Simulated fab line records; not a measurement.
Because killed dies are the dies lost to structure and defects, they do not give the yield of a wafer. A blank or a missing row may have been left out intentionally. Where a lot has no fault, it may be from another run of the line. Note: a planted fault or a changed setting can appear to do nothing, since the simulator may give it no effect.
Which of the tools did it? | flow nandHarc | 33 wafers from 11 lots sampled at 6 of the route's 1302 steps

## WHAT THE GAUGES READ, wafer by wafer
NHARC_P_M1_THK_MEAS_24: measures by xrf.
lot  | measured     | on           | thkNm (nm)
L180 | day 6 13:41  | filmMetro-02 | 156.5 154.7 156.4
L182 | day 7 11:11  | filmMetro-01 | 158.7 160.2 158.1
L184 | day 8 09:56  | filmMetro-02 | 162.4 162.6 161.1
L187 | day 9 08:51  | filmMetro-01 | 156.9 159.0 157.0
L188 | day 9 14:57  | filmMetro-02 | 158.1 157.0 159.5
L190 | day 10 12:49 | filmMetro-02 | 156.9 156.5 157.0
L195 | day 12 10:19 | filmMetro-01 | 155.7 157.4 156.1
L196 | day 13 08:16 | filmMetro-02 | 157.5 160.6 159.9
L201 | day 15 11:29 | filmMetro-01 | 159.5 157.7 158.0
L202 | day 15 15:40 | filmMetro-02 | 158.5 157.1 158.3
L203 | day 16 01:49 | filmMetro-02 | 159.1 157.1 159.5

NHARC_END_SORT_01.
lot  | measured     | on        | defectLimitedYield (%) | killedAtArray | killedAtOther | killedAtPeriphery | killedDies | killedOpen | killedShort | sort_bin_2_pct (%) | sort_bin_3_pct (%) | sort_bin_4_pct (%) | sortNPass   | sortRimYieldPct (%) | sortYieldPct (%)
L195 | day 30 04:11 | prober-02 | 88.6 91.4 85.4         | 68 54 91      | 1 1 0         | 8 3 8             | 77 58 99   | 2 5 3      | 4 1 1       | 3.8 3.2 5.3        | 0.6 0.9 1.3        | 6.9 4.4 8.0        | 600 619 578 | 94 91 95            | 88.6 91.4 85.4
L196 | day 31 07:34 | prober-02 | 93.8 92.0 92.2         | 39 53 50      | 1 0 2         | 2 1 1             | 42 54 53   | 1 2 1      | 2 5 4       | 2.2 3.2 1.8        | 0.6 0.6 0.9        | 3.4 4.1 5.2        | 635 623 624 | 97 97 98            | 93.8 92.0 92.2

## WHAT TOOL EACH LOT RAN ON (gives the tool, then ch and the chambers of the sampled wafers, and finally the start)
lot  | NHARC_P_M1_ETCH_35                | NHARC_P_M1_ECD_22             | NHARC_P_M1_CMP_23             | NHARC_P_M1_PRE_CLEAN_32
L180 | rieDiel-10 ch 0,2,3, day 6 11:22  | ecdCu-01 ch 0,1, day 6 12:40  | cmp-04 ch 1,2,3, day 6 13:23  | pecvd-04 ch 0,1,2, day 6 13:55
L182 | rieDiel-10 ch 0,1,3, day 7 08:52  | ecdCu-01 ch 0,1, day 7 10:09  | cmp-03 ch 0,1,2, day 7 10:54  | pecvd-01 ch 0,1,2, day 7 11:25
L184 | rieDiel-06 ch 2,3, day 8 07:23    | ecdCu-01 ch 0,1, day 8 08:56  | cmp-03 ch 0,2,3, day 8 09:39  | pecvd-04 ch 0,1,2, day 8 10:11
L187 | rieDiel-06 ch 0,1,3, day 9 06:31  | ecdCu-01 ch 0,1, day 9 07:48  | cmp-04 ch 2,3, day 9 08:32    | pecvd-02 ch 0,1, day 9 09:05
L188 | rieDiel-10 ch 1,2,3, day 9 12:38  | ecdCu-01 ch 0,1, day 9 13:58  | cmp-03 ch 0,2,3, day 9 14:38  | pecvd-01 ch 1,2, day 9 15:11
L190 | rieDiel-10 ch 1,2, day 10 10:29   | ecdCu-01 ch 0,1, day 10 11:55 | cmp-04 ch 0,1, day 10 12:29   | pecvd-04 ch 0,1,2, day 10 13:03
L195 | rieDiel-06 ch 0,1,2, day 12 08:00 | ecdCu-01 ch 0,1, day 12 09:22 | cmp-01 ch 0,1,2, day 12 10:05 | pecvd-01 ch 1,2, day 12 10:33
L196 | rieDiel-06 ch 1,2,3, day 13 05:56 | ecdCu-01 ch 0,1, day 13 07:17 | cmp-03 ch 0,1,2, day 13 07:58 | pecvd-02 ch 0,1,2, day 13 08:30
L201 | rieDiel-10 ch 0,1,2, day 15 09:06 | ecdCu-01 ch 0,1, day 15 10:25 | cmp-04 ch 0,1,2, day 15 11:13 | pecvd-04 ch 0,1, day 15 11:42
L202 | rieDiel-06 ch 0,1,3, day 15 13:19 | ecdCu-01 ch 0,1, day 15 14:38 | cmp-01 ch 1,2,3, day 15 15:21 | pecvd-04 ch 0,1,2, day 15 15:53
L203 | rieDiel-10 ch 2,3, day 15 23:11   | ecdCu-01 ch 0,1, day 16 00:31 | cmp-04 ch 0,2,3, day 16 01:32 | pecvd-04 ch 0,1,2, day 16 02:04
- NHARC_P_M1_ETCH_35: etches the open film in N2/H2, target depth 40 nm, overetch 12 nm, time 43.94 s.
- NHARC_P_M1_ECD_22: material Cu, target thk 400 nm.
- NHARC_P_M1_CMP_23: polishes, t overpolish 20 s, target thk 157.82 nm.
- NHARC_P_M1_PRE_CLEAN_32: time 12 s.

## AS READ BY THE TOOLS THEMSELVES (means over the sampled wafers that have a number; for cases with no such wafer, the mark the record gives instead)
NHARC_P_M1_ETCH_35.
lot  | tool       | drypumpMotorCurrentA (A) | oesProductAu (a.u.) | rfVppV (V) | showerheadPlenumPTorr (Torr) | throttleValvePct (%)
L180 | rieDiel-10 | 5.4                      | 0.997               | 431.2      | 2.06                         | 14.170
L182 | rieDiel-10 | 5.7                      | 1.002               | 433.1      | 2.10                         | 14.176
L184 | rieDiel-06 | 5.8                      | 0.993               | 428.4      | 1.96                         | 14.179
L187 | rieDiel-06 | 5.5                      | 1.000               | 431.0      | 2.04                         | 14.169
L188 | rieDiel-10 | 5.3                      | 1.008               | 429.8      | 2.05                         | 14.172
L190 | rieDiel-10 | 4.9                      | 1.005               | 430.9      | 2.03                         | 14.177
L195 | rieDiel-06 | 5.7                      | 0.997               | 431.6      | 2.06                         | 14.175
L196 | rieDiel-06 | 5.7                      | 0.992               | 429.7      | 1.98                         | 14.172
L201 | rieDiel-10 | 5.3                      | 0.988               | 431.7      | 2.08                         | 14.168
L202 | rieDiel-06 | 5.5                      | 1.005               | 430.5      | 2.04                         | 14.171
L203 | rieDiel-10 | 5.4                      | 0.984               | 430.5      | 2.02                         | 14.176

NHARC_P_M1_CMP_23.
lot  | tool   | motorCurrentA (A) | slurryFlowMlMin | timeToEndpointS (s)
L180 | cmp-04 | 12.0              | 149.9           | 27
L182 | cmp-03 | 11.7              | 149.8           | 33
L184 | cmp-03 | 12.8              | 149.9           | 36
L187 | cmp-04 | 11.3              | 149.6           | 29
L188 | cmp-03 | 12.8              | 150.4           | 33
L190 | cmp-04 | 13.2              | 149.7           | 27
L195 | cmp-01 | 11.2              | 149.7           | 19
L196 | cmp-03 | 11.7              | 149.8           | 20
L201 | cmp-04 | 12.6              | 149.8           | 26
L202 | cmp-01 | 11.9              | 149.8           | 28
L203 | cmp-04 | 11.7              | 150.1           | 27

NHARC_P_M1_PRE_CLEAN_32.
lot  | tool     | heaterPowerW (W) | susceptorTempC (C)
L180 | pecvd-04 | 612              | 370.10
L182 | pecvd-01 | 769              | 370.21
L184 | pecvd-04 | 636              | 370.06
L187 | pecvd-02 | 685              | 369.95
L188 | pecvd-01 | 737              | 369.84
L190 | pecvd-04 | 594              | 369.73
L195 | pecvd-01 | 744              | 370.22
L196 | pecvd-02 | 634              | 369.84
L201 | pecvd-04 | 580              | 369.96
L202 | pecvd-04 | 650              | 370.17
L203 | pecvd-04 | 647              | 369.90

## THE ANSWER, worked out from the rows above alone
Rule: what is usual is taken from the lots themselves. Put in order of their means at a reading, lots are off if they are a third of the lots or fewer, leave a main group of 4 or more, and stand apart from it by a gap of 3 or more times the standard deviation of the main group's means; of several such gaps the widest counts. If all means in a main group match to the digits the tables above print for the reading, that group is not used. A lot without any number at a reading at which 4 lots or more have one is off too. All remaining lots with rows at the step are treated as sound. After the gauges, taken in route order, come the tools' own readings; for these a lot's mean is taken, as printed above. The first step at which some lot is off is used, and at that step the reading that is off furthest; a lot without a number counts as furthest.
Nothing can be told from this: no lot is off at any reading shown.

## WHAT THE SIMULATOR PUT IN
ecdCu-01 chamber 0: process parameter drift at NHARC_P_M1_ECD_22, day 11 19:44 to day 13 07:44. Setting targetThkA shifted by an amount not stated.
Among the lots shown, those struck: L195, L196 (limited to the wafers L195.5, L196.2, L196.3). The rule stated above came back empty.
